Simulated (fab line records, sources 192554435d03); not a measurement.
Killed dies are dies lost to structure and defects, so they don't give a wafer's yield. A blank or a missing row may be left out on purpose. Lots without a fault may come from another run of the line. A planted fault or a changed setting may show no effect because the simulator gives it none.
Split-lot experiment | flow n5_finfet | 7 lots, 21 wafers read, on a route of 1938 steps

THE SPLIT
At N5_BEOL_M15_PEB_26 (peb time 90 s), the setting peb_temp_c was moved away from the recipe's 130 C on 7 of the 21 wafers read, by -2.4% to +1.4%. The other wafers ran this setting at the recipe's value.

FROM THE SPLIT TO THE READING: what the file shows between them, 2 steps
- N5_BEOL_M15_DEVELOP_27: develop time 45 s (also split here: develop_time_s)
- N5_BEOL_M15_HARDBAKE_32: time 120 s

THE READING
cd_nm, in nm, at N5_BEOL_M15_CD_MEAS_28 (target cd 407.6 nm). Fault-free wafers of this fab line usually give 408.6 nm, standard deviation 1.6 nm.

wafer  | tool, chamber at the split | peb_temp_c as run, C | against the recipe | cd_nm, nm | against lot-mates on the recipe
L076.2 | litho_track-02, 0          | 131.8                | +1.4%              | 413.5     | +6.1
L076.3 | litho_track-02, 0          | 131.8                | +1.4%              | 415.9     | +8.5
L076.4 | litho_track-02, 0          | 130                  | recipe             | 407.4     | -
L074.1 | litho_track-02, 0          | 130                  | recipe             | 409.9     | -
L074.3 | litho_track-02, 0          | 130                  | recipe             | 410.9     | -
L074.6 | litho_track-02, 0          | 127.6                | -1.8%              | 397.2     | -13.2
L078.4 | litho_track-02, 0          | 130                  | recipe             | 406.5     | -
L078.5 | litho_track-02, 0          | 130                  | recipe             | 408.4     | -
L078.6 | litho_track-02, 0          | 130                  | recipe             | 408.0     | -
L082.2 | litho_track-04, 0          | 130                  | recipe             | 411.2     | -
L082.4 | litho_track-04, 0          | 130                  | recipe             | 410.2     | -
L082.6 | litho_track-04, 0          | 130                  | recipe             | 410.9     | -
L085.3 | litho_track-04, 0          | 130                  | recipe             | 410.2     | -
L085.4 | litho_track-04, 0          | 126.9                | -2.4%              | 393.7     | -16.5
L085.5 | litho_track-04, 0          | 126.9                | -2.4%              | 394.9     | -15.3
L084.2 | litho_track-02, 0          | 130                  | recipe             | 407.1     | -
L084.4 | litho_track-02, 0          | 130                  | recipe             | 407.4     | -
L084.6 | litho_track-02, 0          | 130                  | recipe             | 405.8     | -
L093.1 | litho_track-05, 0          | 130                  | recipe             | 409.2     | -
L093.4 | litho_track-05, 0          | 131.3                | +1.0%              | 414.1     | +4.9
L093.6 | litho_track-05, 0          | 131.3                | +1.0%              | 413.0     | +3.8

THE FIT
A straight line over all 21 wafers: cd_nm changes by +5.61 nm for each +1% of peb_temp_c; r = +0.96; the points scatter about the line by 1.7 nm.
The same after taking each lot's own level away (the mean of its wafers on the recipe; 21 wafers): +6.22 nm for each +1%; r = +0.99; scatter 1 nm.
On that fit, the largest move of peb_temp_c shifts the reading by 15 nm.
The lots' own levels span 406.77 to 410.77 nm, that is 2.5 times the standard deviation above.
So the lot-to-lot level changes the slope little: the two slopes agree.
Check: with one of the wafers moved furthest among these (-2.4%) left out of the fit, the line predicts -14.8 nm for it against its lot-mates. It came out at -16.5 nm against them.

OTHER SPLITS ON THESE WAFERS
These wafers also went through other splits before the reading. Each is held against what the fit with the lots' levels taken away leaves over:
other split on the same wafers        | wafers away from the commonest value | r with cd_nm (lot level and that fit taken away)
N5_BEOL_M13_CMP_49 down_force_psi     | 11                                   | +0.00
N5_BEOL_M14_COAT_58 spin_rpm          | 6                                    | +0.09
N5_BEOL_M14_SPUTTER_43 power_w        | 6                                    | +0.22
N5_BEOL_M15_ILD_DEP_00 time_s         | 7                                    | -0.19
N5_BEOL_M15_DEVELOP_27 develop_time_s | 7                                    | +0.21

THE WHOLE CHAIN: every reading that the file lists as answering this split, in the file's order
step                   | what it does                                                            | reading                                                         | change (the file's fit)              | r (the file's)
N5_BEOL_M15_CD_MEAS_28 | target cd 407.6 nm                                                      | cd_nm                                                           | +6.37 nm for each +1% of the setting | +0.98
N5_BEOL_M15_DESCUM_33  | chemistry O2, time 7.9 s                                                | BEOL_M15.cd_nm (the simulator's own value, which no gauge read) | +6.26 nm for each +1% of the setting | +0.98
N5_BEOL_M15_ETCH_61    | etches BARC in N2/H2, target depth 89 nm, overetch 26.7 nm, time 67.9 s | BEOL_M15.cd_nm (the simulator's own value, which no gauge read) | +6.24 nm for each +1% of the setting | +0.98

THE FILE'S OWN FIT
cd_nm changes by +6.37 nm for each +1% of peb_temp_c, r = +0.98.
